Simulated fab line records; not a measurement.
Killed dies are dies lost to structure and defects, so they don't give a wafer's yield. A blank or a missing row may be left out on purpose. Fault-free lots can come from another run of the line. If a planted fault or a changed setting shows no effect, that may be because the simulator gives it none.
Code-filled problem report in 8D (eight disciplines) form    flow nand_harc    the parts of the form that need people (team, actions taken, sign-off) are left out

1. PROBLEM STATEMENT
At NHARC_A_CHANNEL_HOLE_D1_CD_MEAS_10, cd_nm averages 107.5 nm over 6 wafers from 2 lots, while fault-free wafers read 99.9 nm, standard deviation 0.72. That is +11 standard deviations from the usual mean.
The step: target cd 100 nm.
Earliest sighting: wafer L375.1 on cd_sem-03 at day 13 05:08. Wafers with a number at this step in the record: 24, from 8 lots. Rule for "out" (also "out of limits"): further than 4 standard deviations from the usual mean. The other wafers with a number count as sound.

2. WHAT IT IS, AND WHAT IT ISN'T
question                     is                      is not
which readings at this step  cd_nm                   -
which lots                   L375, L377              L364, L365, L368, L383, L384, L385
which wafers of those lots   all that have a number  -
read on which gauges         cd_sem-01, cd_sem-03    cd_sem-02
when                         from day 13 05:08       up to then (9 sound wafers); but 9 sound wafers of L383, L384, L385 came after

3. WHAT RULES OUT EACH SUSPECT
Counting: a tool at a process step up to the reading stays a suspect if it ran every lot that is out and no sound lot after the first of them.
- the gauge at NHARC_A_CHANNEL_HOLE_D1_CD_MEAS_10 has been ruled out. 2 gauges (cd_sem-01, cd_sem-03) read the wafers that are out.
- litho_track-04 at NHARC_A_CHANNEL_HOLE_D1_PEB_08 (peb time 65 s): kept. It ran every lot that is out, first L375 (day 13 05:04), and no sound lot after that; its last sound lot up to then is L368 (day 10 12:38). Out on those wafers are its own readings of heater_power_total_W, plate_temp_C.
Left after counting: litho_track-04 at NHARC_A_CHANNEL_HOLE_D1_PEB_08.

4. THE CAUSE (what the simulator had put in)
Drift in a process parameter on litho_track-04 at NHARC_A_CHANNEL_HOLE_D1_PEB_08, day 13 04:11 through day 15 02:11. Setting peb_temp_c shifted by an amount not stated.
Only this tool survived the counting.

5. THE EFFECT CHAIN, in route order
One row per reading whose mean, taken over the struck wafers that have a number, lies over 3 standard deviations from the usual. Readings are gone through only where the record gives a usual standard deviation; hours: the median, over the lots, of the time from a lot's start at the first step in this table giving one to that lot's start at this step; sigmas: the change measured in usual standard deviations.
hours  step                                reading                            usual    on struck wafers  change  sigmas
0      NHARC_A_CHANNEL_HOLE_D1_PEB_08      heater_power_total_W               156.7 W  163.1             +6.4    +16
0      NHARC_A_CHANNEL_HOLE_D1_PEB_08      plate_temp_C                       99.99 C  103.01            +3.02   +25
0      NHARC_A_CHANNEL_HOLE_D1_CD_MEAS_10  cd_nm                              99.9 nm  107.5             +7.6    +11
8      NHARC_A_CHANNEL_HOLE_D1_CD_MEAS_30  cd_nm                              89.7 nm  98.3              +8.6    +5.1
8      NHARC_A_CHANNEL_HOLE_D1_XSEM_31     bot_cd_nm                          74.2 nm  83.2              +9.0    +5.3
369    NHARC_END_WLT_00                    VT_DECK1_BOTTOM                    0.870    0.895             +0.025  +3.1
369    NHARC_END_WLT_00                    VT_DECK1_MEDIAN_NEAR_BOTTOM        0.872    0.896             +0.024  +3.1
369    NHARC_END_WLT_00                    VT_DECK1_MEDIAN_NEAR_BOTTOM_INNER  0.871    0.897             +0.026  +3.5
369    NHARC_END_WLT_00                    VT_DECK1_MIDDLE_INNER              0.884    0.903             +0.019  +3.1
Here are the process steps it includes:
- NHARC_A_CHANNEL_HOLE_D1_PEB_08: peb time 65 s.
- NHARC_A_CHANNEL_HOLE_D1_XSEM_31
At these later measuring or inspecting steps, every struck wafer for which the step has a row has a number for every such reading, and none has moved that far: NHARC_END_SORT_01.

6. HOW IT WOULD HAVE BEEN CAUGHT EARLIER
In this record the first reading out of limits at a measuring or inspecting step was taken at day 13 05:08, 1 hour after the fault began at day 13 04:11.
At NHARC_A_CHANNEL_HOLE_D1_PEB_08, the tool's own readings (heater_power_total_W, plate_temp_C) were out on each struck wafer the step has a row for, so an alarm limit on them would have fired on the first such wafer.
Lots out: 2; of these, L377 started NHARC_A_CHANNEL_HOLE_D1_PEB_08 on litho_track-04 after day 13 05:08. A hold on the tool at that time would have spared it.
